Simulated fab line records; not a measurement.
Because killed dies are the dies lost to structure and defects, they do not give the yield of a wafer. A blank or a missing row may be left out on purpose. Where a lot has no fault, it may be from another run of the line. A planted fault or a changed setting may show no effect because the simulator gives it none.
Comparing a struck lot with a sound one || flow nand-harc || 41 out of 1302 route steps
Sound: the wafers L971.1, L971.2, L971.6. Struck: wafer L985.6 (left out: L985.2, L985.5 of the same lot, which were not struck); the cause appears at the end.
Order at every step that has rows: each side's tool, ch and its chambers, its first start. Under that, the readings that differ: sound wafers || struck wafers || difference of the means || sigmas: that difference in standard deviations of wafers without a fault.
alike: words and numbers the same on both sides, and readings whose means are apart by under 2 such deviations; not compared: readings that were withheld, readings missing a value for some wafer, numbers with overlapping values and no deviation given by the record, and bounds like >300 which may hide the same value.
A row with sigmas, a row that says differs or no value, or rows on one side alone: a step with any of these is where the two part. Non-overlapping numbers with no deviation appear without sigmas and do not part them. Lack of a reading on every wafer of one side parts them only where that side has two or more wafers.

first, 8 steps without rows for these wafers: NHARC_P_M1_HMDS_02 (time 30 s); NHARC_P_M1_COAT_34 (time 65 s); NHARC_P_M1_COAT_03 (resist thk 90 nm); NHARC_P_M1_SOFTBAKE_04 (time 55 s); NHARC_P_M1_EBR_05; NHARC_P_M1_EXPOSE_06 (exposes mask P M1, target cd 130 nm); NHARC_P_M1_PEB_07 (peb time 65 s); NHARC_P_M1_DEVELOP_08 (develop time 35 s).
NHARC_P_M1_CD_MEAS_09: the cd target is 130 nm.
  sound on cd-sem-02 ch 0, day 6 14:35; struck on cd-sem-03 ch 0, day 12 18:03
  alike: cd-nm
NHARC_P_M1_OVL_MEAS_10: pitch 260 nm.
  struck on overlay-01, day 12 18:08; sound on overlay-02, day 6 14:41
  alike: overlay-x-nm, overlay-y-nm
NHARC_P_M1_INSPECT_11:
  struck on defect-inspect-02, day 12 18:10; sound on defect-inspect-01, day 6 14:43
  alike: raw-defect-count
then, 1 step without rows for these wafers: NHARC_P_M1_DESCUM_14 (chemistry O2, time 3 s).
NHARC_P_M1_ETCH_35: etches the open film in N2/H2, target depth 40 nm, overetch 12 nm, time 43.94 s.
  sound on rie-diel-02 ch 1,3, day 6 14:52; struck on rie-diel-02 ch 2, day 12 18:20
  alike: drypump-motor-current-A, n2-flow-sccm, oes-product-au, rf-vpp-V, showerhead-plenum-p-Torr, throttle-valve-pct
  not compared: rf-hours-counter-h
NHARC_P_M1_ETCH_15: etches the open film in C4F8/Ar, target depth 182.5 nm, time 91.2 s.
  sound: rie-diel-02 ch 1,3; struck: rie-diel-02 ch 3
  alike: oes-product-au, rf-vpp-V
  not compared: rf-hours-counter-h
NHARC_P_M1_CD_MEAS_16:
  struck on cd-sem-02, day 12 18:33; sound on cd-sem-02, day 6 15:05
{"reading": "cd-nm (nm)", "sound": "129.8 130.9 130.8", "struck": 128.9, "difference": -1.6, "sigmas": -2}
NHARC_P_M1_STRIP_18: strips in N2/H2.
  sound on rie-diel-02 ch 0,1,2, day 6 15:10; struck on rie-diel-02 ch 3, day 12 18:40
  alike: drypump-motor-current-A, n2-flow-sccm, oes-product-au, rf-vpp-V, showerhead-plenum-p-Torr, throttle-valve-pct
  not compared: rf-hours-counter-h
then, 5 steps without rows for these wafers: NHARC_P_M1_ETCH_28 (etches the open film in CF4/N2, target depth 30 nm, time 72.99 s); NHARC_P_M1_STRIP_19 (strips in post etch residue remover, time 600 s); NHARC_P_M1_DEGAS_29 (time 60 s); NHARC_P_M1_PRE_CLEAN_30 (time 30 s); NHARC_P_M1_PVD_20 (deposits TaN, target thk 5 nm, time 8.06 s).
NHARC_P_M1_PVD_21: deposits Cu, target thk 30 nm, time 20.49 s.
  sound on pvd-sputter-01; struck on pvd-sputter-01
{"reading": "substrate-temp-c (C)", "sound": "29.92 29.98 29.92", "struck": 30.24, "difference": "+0.30", "sigmas": "+3"}
  alike: throttle-valve-pct
then, 2 steps without rows for these wafers: NHARC_P_M1_ECD_22 (material Cu, target thk 400 nm); NHARC_P_M1_ANNEAL_31 (time 90 s).
NHARC_P_M1_CMP_23: polishes, t overpolish 20 s, target thk 157.82 nm.
  sound on cmp-04 ch 0,2,3, day 6 16:55; struck on cmp-04 ch 2, day 12 20:27
{"reading": "time-to-endpoint-s (s)", "sound": "24.9 24.7 24.7", "struck": 32.6, "difference": "+7.8", "sigmas": "+3"}
  alike: motor-current-A
NHARC_P_M1_THK_MEAS_24: measures by xrf.
  struck on film-metro-01, day 12 20:41; sound on film-metro-02, day 6 17:14
  alike: thk-nm
then, 1 step without rows for these wafers: NHARC_P_M1_SRD_25.
NHARC_P_M1_PRE_CLEAN_32: time 12 s.
  sound on pecvd-03 ch 1,2, day 6 17:28; struck on pecvd-04 ch 2, day 12 20:56
  alike: heater-power-w
then, 11 steps without rows for these wafers: NHARC_P_M1_DEP_33 (deposits SiCN, target thk 30 nm); NHARC_P_M2_DEP_00 (deposits SiOC, target thk 182.5 nm); NHARC_P_M2_DEHYDRATE_01 (time 120 s); NHARC_P_M2_HMDS_02 (time 30 s); NHARC_P_M2_COAT_34 (time 65 s); NHARC_P_M2_COAT_03 (resist thk 90 nm); NHARC_P_M2_SOFTBAKE_04 (time 55 s); NHARC_P_M2_EBR_05; NHARC_P_M2_EXPOSE_06 (exposes mask P M2, target cd 170 nm); NHARC_P_M2_PEB_07 (peb time 65 s); NHARC_P_M2_DEVELOP_08 (develop time 35 s).
NHARC_P_M2_CD_MEAS_09: the cd target is 170 nm.
  sound on cd-sem-03 ch 0, day 6 18:39; struck on cd-sem-02 ch 0, day 12 22:14
  alike: cd-nm
-- the record jumps here: 18 days lie between the struck wafers' starts before and after (it left off in module P_M2 and takes up again in module END, whose first step shown is number 1302 of the route) --
NHARC_END_SORT_01:
  sound on prober-02 ch 0, day 25 19:38; struck on prober-02 ch 0, day 30 20:25
{"reading": "defect-limited-yield (%)", "sound": "91 92 91", "struck": 82, "difference": -9, "sigmas": -3}
{"reading": "killed-at-other", "sound": "0 1 1", "struck": 3, "difference": "+2", "sigmas": "+2"}
{"reading": "killed-at-periphery", "sound": "6 2 7", "struck": 92, "difference": "+87", "sigmas": "+35"}
{"reading": "killed-dies", "sound": "60 55 64", "struck": 122, "difference": "+62", "sigmas": "+3"}
  alike: killed-at-array, killed-open, killed-short

## WHERE THEY PART
Earliest at NHARC_P_M1_CD_MEAS_16; latest, in this record, at NHARC_END_SORT_01.

WHY: whatever the simulator had introduced
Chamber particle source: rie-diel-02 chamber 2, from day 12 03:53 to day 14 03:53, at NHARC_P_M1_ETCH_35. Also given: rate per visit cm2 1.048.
